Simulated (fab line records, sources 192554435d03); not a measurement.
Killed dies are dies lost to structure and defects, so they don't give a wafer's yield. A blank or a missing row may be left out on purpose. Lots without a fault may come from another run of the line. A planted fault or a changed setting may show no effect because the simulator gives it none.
Which tool did it? | flow n5_finfet | 8 lots, 24 wafers sampled, at 5 steps of a route of 1938

WHAT THE GAUGES READ, wafer by wafer
N5_BEOL_M4_RC_MEAS_101. Usual: DIBL_N 36.0 mV/V, standard deviation 1.9; DIBL_P 35.6 mV/V, standard deviation 2.2; IOFF_N 0.15 nA/um, standard deviation 0.031; IOFF_P 0.19 nA/um, standard deviation 0.032; ION_N 668 uA/um, standard deviation 11; ION_P 455 uA/um, standard deviation 7.2; SS_N 71.5 mV/dec, standard deviation 0.65; SS_P 73.4 mV/dec, standard deviation 0.64; VT_N 251 mV, standard deviation 3.6; VT_P -253 mV, standard deviation 3.3.
lot  | measured     | on        | DIBL_N (mV/V)  | DIBL_P (mV/V)  | IOFF_N (nA/um) | IOFF_P (nA/um) | ION_N (uA/um) | ION_P (uA/um) | SS_N (mV/dec)  | SS_P (mV/dec)  | VT_N (mV)   | VT_P (mV)      | flag
L817 | day 8 22:11  | prober-01 | 36.4 35.7 37.5 | 35.6 34.2 36.3 | 0.15 0.14 0.17 | 0.21 0.19 0.22 | 671 664 675   | 461 460 457   | 70.7 70.1 71.0 | 73.6 73.3 73.7 | 249 251 250 | -249 -251 -250 |
L818 | day 9 01:53  | prober-02 | 35.0 35.1 36.2 | 34.2 34.4 36.1 | 0.11 0.12 0.13 | 0.14 0.14 0.16 | 661 658 669   | 445 444 453   | 72.1 71.0 71.8 | 72.7 72.9 73.5 | 258 254 252 | -259 -256 -258 |
L823 | day 11 01:13 | prober-01 | 37.8 38.2 36.1 | 38.5 39.4 37.7 | 0.18 0.19 0.16 | 0.21 0.23 0.21 | 682 678 677   | 457 459 466   | 72.4 72.5 71.5 | 73.8 73.5 73.6 | 249 249 248 | -252 -253 -252 |
L826 | day 12 13:13 | prober-02 | 33.7 35.4 32.5 | 33.8 35.8 33.3 | 0.13 0.15 0.12 | 0.17 0.20 0.17 | 657 668 651   | 458 461 450   | 71.4 71.9 71.5 | 72.4 73.1 72.8 | 254 248 256 | -252 -252 -252 |
L829 | day 13 07:22 | prober-01 | 38.7 37.5 37.1 | 37.3 35.6 35.4 | 0.17 0.15 0.15 | 0.22 0.19 0.19 | 675 672 659   | 462 455 446   | 71.9 72.2 70.9 | 74.7 73.6 73.3 | 250 251 256 | -250 -251 -255 |
L831 | day 13 09:55 | prober-02 | 38.3 37.1 35.3 | 38.5 36.8 34.2 | 0.19 0.15 0.12 | 0.22 0.20 0.16 | 678 670 670   | 463 461 462   | 70.7 71.1 70.6 | 74.3 72.8 72.8 | 246 252 252 | -246 -250 -255 |
L839 | day 14 21:43 | prober-02 | 33.1 34.7 34.6 | 33.5 35.8 37.0 | 0.11 0.13 0.14 | 0.13 0.16 0.17 | 662 666 665   | 444 443 449   | 70.6 71.6 71.9 | 72.9 73.6 74.3 | 259 255 252 | -262 -262 -259 |
L840 | day 16 01:31 | prober-01 | 34.9 34.3 37.0 | 33.6 33.6 36.7 | 0.13 0.12 0.16 | 0.17 0.18 0.24 | 671 653 684   | 460 451 469   | 71.2 70.9 71.4 | 73.1 73.2 74.6 | 250 254 248 | -252 -253 -246 |

WHICH TOOL RAN EACH LOT (tool, then ch and the chambers of the sampled wafers, then the start)
lot  | N5_ZERO_LAYER_ETCH_18           | N5_WELL_APT_DESCUM_13             | N5_WELL_APT_DESCUM_30             | N5_WELL_APT_RTA_34
L817 | rie_si-05 ch 0,2, day 1 12:55   | rie_diel-04 ch 1,2, day 1 13:53   | rie_diel-01 ch 0,2, day 1 15:10   | rtp_anneal-01 ch 0, day 1 16:07
L818 | rie_si-01 ch 0,1,2, day 1 18:55 | rie_diel-01 ch 1,2, day 1 20:07   | rie_diel-01 ch 0,2, day 1 21:23   | rtp_anneal-01 ch 0, day 1 22:41
L823 | rie_si-01 ch 0,2,3, day 3 00:47 | rie_diel-01 ch 1,2,3, day 3 01:59 | rie_diel-04 ch 0,1,2, day 3 03:06 | rtp_anneal-01 ch 0, day 3 03:53
L826 | rie_si-05 ch 0,1,3, day 3 18:55 | rie_diel-01 ch 0,1,2, day 3 19:46 | rie_diel-06 ch 1,3, day 3 20:53   | rtp_anneal-01 ch 0, day 3 21:40
L829 | rie_si-02 ch 0,2,3, day 4 12:47 | rie_diel-06 ch 0,1,2, day 4 13:54 | rie_diel-04 ch 0,2,3, day 4 15:01 | rtp_anneal-01 ch 0, day 4 15:53
L831 | rie_si-02 ch 0,2,3, day 5 00:55 | rie_diel-04 ch 1,3, day 5 02:05   | rie_diel-06 ch 0,1, day 5 03:12   | rtp_anneal-01 ch 0, day 5 03:58
L839 | rie_si-01 ch 0,1,3, day 7 00:47 | rie_diel-04 ch 0,2, day 7 01:46   | rie_diel-06 ch 1,3, day 7 03:05   | rtp_anneal-02 ch 0, day 7 03:54
L840 | rie_si-01 ch 0,1,3, day 7 06:49 | rie_diel-06 ch 1,3, day 7 07:52   | rie_diel-01 ch 0,2,3, day 7 09:07 | rtp_anneal-02 ch 0, day 7 09:58
- N5_ZERO_LAYER_ETCH_18: etches Si in HBr/Cl2, target depth 120 nm, time 40 s.
- N5_WELL_APT_DESCUM_13: chemistry O2, time 7.9 s.
- N5_WELL_APT_DESCUM_30: chemistry O2, time 7.9 s.
- N5_WELL_APT_RTA_34: time 10 s.

WHAT THE TOOLS THEMSELVES READ (means of the sampled wafers that have a number; where no wafer has one, the mark that the record gives instead)
N5_ZERO_LAYER_ETCH_18. Usual: drypump_motor_current_A 5.6 A, standard deviation 0.42; oes_product_au 1.007 a.u., standard deviation 0.021; throttle_valve_pct 36.2 %, standard deviation 0.33.
lot  | tool      | drypump_motor_current_A (A) | oes_product_au (a.u.) | throttle_valve_pct (%) | flag
L817 | rie_si-05 | 5.9                         | 1.020                 | 36.2                   |
L818 | rie_si-01 | 5.5                         | 0.994                 | 36.3                   |
L823 | rie_si-01 | 5.4                         | 1.001                 | 36.1                   |
L826 | rie_si-05 | 5.6                         | 1.010                 | 36.3                   |
L829 | rie_si-02 | 5.7                         | 1.008                 | 36.2                   |
L831 | rie_si-02 | 5.7                         | 1.013                 | 36.2                   |
L839 | rie_si-01 | 5.8                         | 0.996                 | 36.2                   |
L840 | rie_si-01 | 5.8                         | 1.002                 | 36.2                   |

N5_WELL_APT_DESCUM_13. Usual: drypump_motor_current_A 5.7 A, standard deviation 0.37; oes_product_au 0.76 a.u., standard deviation 0.09; rf_vpp_V 243.8 V, standard deviation 1.3; showerhead_plenum_p_Torr 2.14 Torr, standard deviation 0.068; throttle_valve_pct 20.41 %, standard deviation 0.25.
lot  | tool        | drypump_motor_current_A (A) | oes_product_au (a.u.) | rf_vpp_V (V) | showerhead_plenum_p_Torr (Torr) | throttle_valve_pct (%) | flag
L817 | rie_diel-04 | 6.1                         | 0.77                  | 244.0        | 2.17                            | 20.71                  |
L818 | rie_diel-01 | 5.7                         | 0.88                  | 244.4        | 2.21                            | 20.14                  |
L823 | rie_diel-01 | 5.5                         | 0.87                  | 244.7        | 2.18                            | 20.16                  |
L826 | rie_diel-01 | 5.7                         | 0.77                  | 243.8        | 2.12                            | 20.22                  |
L829 | rie_diel-06 | 5.4                         | 0.76                  | 244.4        | 2.15                            | 20.34                  |
L831 | rie_diel-04 | 6.0                         | 0.72                  | 244.3        | 2.18                            | 20.74                  |
L839 | rie_diel-04 | 6.0                         | 0.81                  | 242.9        | 2.11                            | 20.39                  |
L840 | rie_diel-06 | 5.3                         | 0.79                  | 242.9        | 2.08                            | 20.47                  |

N5_WELL_APT_DESCUM_30. Usual: drypump_motor_current_A 5.6 A, standard deviation 0.4; oes_product_au 0.77 a.u., standard deviation 0.087; rf_vpp_V 243.9 V, standard deviation 1.3; showerhead_plenum_p_Torr 2.14 Torr, standard deviation 0.071; throttle_valve_pct 20.37 %, standard deviation 0.24.
lot  | tool        | drypump_motor_current_A (A) | oes_product_au (a.u.) | rf_vpp_V (V) | showerhead_plenum_p_Torr (Torr) | throttle_valve_pct (%) | flag
L817 | rie_diel-01 | 5.9                         | 0.78                  | 243.8        | 2.07                            | 20.13                  |
L818 | rie_diel-01 | 5.9                         | 0.77                  | 243.3        | 2.07                            | 20.14                  |
L823 | rie_diel-04 | 6.1                         | 0.74                  | 243.9        | 2.16                            | 20.56                  |
L826 | rie_diel-06 | 5.4                         | 0.83                  | 242.1        | 2.09                            | 20.43                  |
L829 | rie_diel-04 | 5.8                         | 0.71                  | 243.7        | 2.15                            | 20.50                  |
L831 | rie_diel-06 | 5.4                         | 0.82                  | 244.1        | 2.14                            | 20.44                  |
L839 | rie_diel-06 | 5.1                         | 0.76                  | 242.1        | 2.03                            | 20.37                  |
L840 | rie_diel-01 | 5.7                         | 0.90                  | 244.9        | 2.19                            | 20.04                  |

N5_WELL_APT_RTA_34. Usual: lamp_power_pct 13.00 %, standard deviation 0.055; lamp_zone_1_pct 13.00 %, standard deviation 0.033; lamp_zone_2_pct 13.00 %, standard deviation 0.033; lamp_zone_3_pct 13.00 %, standard deviation 0.034; lamp_zone_4_pct 12.991 %, standard deviation 0.03; lamp_zone_5_pct 12.996 %, standard deviation 0.029; lamp_zone_6_pct 12.92 %, standard deviation 0.035; lamp_zone_7_pct 13.417 %, standard deviation 0.028; wafer_temp_C_max 1003.5, standard deviation 1.1.
lot  | tool          | lamp_power_pct (%) | lamp_zone_1_pct (%) | lamp_zone_2_pct (%) | lamp_zone_3_pct (%) | lamp_zone_4_pct (%) | lamp_zone_5_pct (%) | lamp_zone_6_pct (%) | lamp_zone_7_pct (%) | wafer_temp_C_max | flag
L817 | rtp_anneal-01 | 12.99              | 13.03               | 13.01               | 13.03               | 12.977              | 13.009              | 12.96               | 13.422              | 1002.2           |
L818 | rtp_anneal-01 | 13.04              | 13.00               | 13.04               | 13.02               | 13.009              | 12.990              | 12.92               | 13.443              | 1002.7           |
L823 | rtp_anneal-01 | 13.00              | 12.96               | 13.00               | 13.02               | 12.992              | 13.003              | 12.94               | 13.413              | 1003.3           |
L826 | rtp_anneal-01 | 12.97              | 13.00               | 13.00               | 12.96               | 12.996              | 12.984              | 12.90               | 13.388              | 1003.7           |
L829 | rtp_anneal-01 | 14.24              | 14.21               | 14.26               | 14.23               | 14.202              | 14.214              | 14.14               | 14.682              | 1003.3           | OFF
L831 | rtp_anneal-01 | 14.22              | 14.25               | 14.23               | 14.21               | 14.200              | 14.228              | 14.12               | 14.681              | 1003.5           | OFF
L839 | rtp_anneal-02 | 13.03              | 12.99               | 13.01               | 13.02               | 12.972              | 12.995              | 12.96               | 13.433              | 1004.1           |
L840 | rtp_anneal-02 | 12.99              | 13.01               | 12.97               | 12.98               | 12.988              | 13.001              | 12.93               | 13.373              | 1003.9           |

THE ANSWER, worked out from the rows above alone
Rule: a lot is off if the mean of its wafers that have a number lies more than 3 standard deviations from the usual mean. A lot without any number at a reading at which 4 lots or more have one is off too. The other lots that the step has rows for count as sound. The gauges are gone through in route order, then the tools' own readings, and for those a lot's mean is taken as printed above. The first step at which some lot is off is used, and at that step the reading that is off furthest; a lot without a number counts as furthest.
Off: L829, L831, at N5_WELL_APT_RTA_34 (lamp_zone_7_pct).
A tool fits if, at that step or a process step before it, it ran every lot that is off, and no sound lot after the first of them. Can't be told from this: 2 tools fit, rie_si-02 at N5_ZERO_LAYER_ETCH_18, rtp_anneal-01 at N5_WELL_APT_RTA_34.

WHAT THE SIMULATOR HAD PUT IN
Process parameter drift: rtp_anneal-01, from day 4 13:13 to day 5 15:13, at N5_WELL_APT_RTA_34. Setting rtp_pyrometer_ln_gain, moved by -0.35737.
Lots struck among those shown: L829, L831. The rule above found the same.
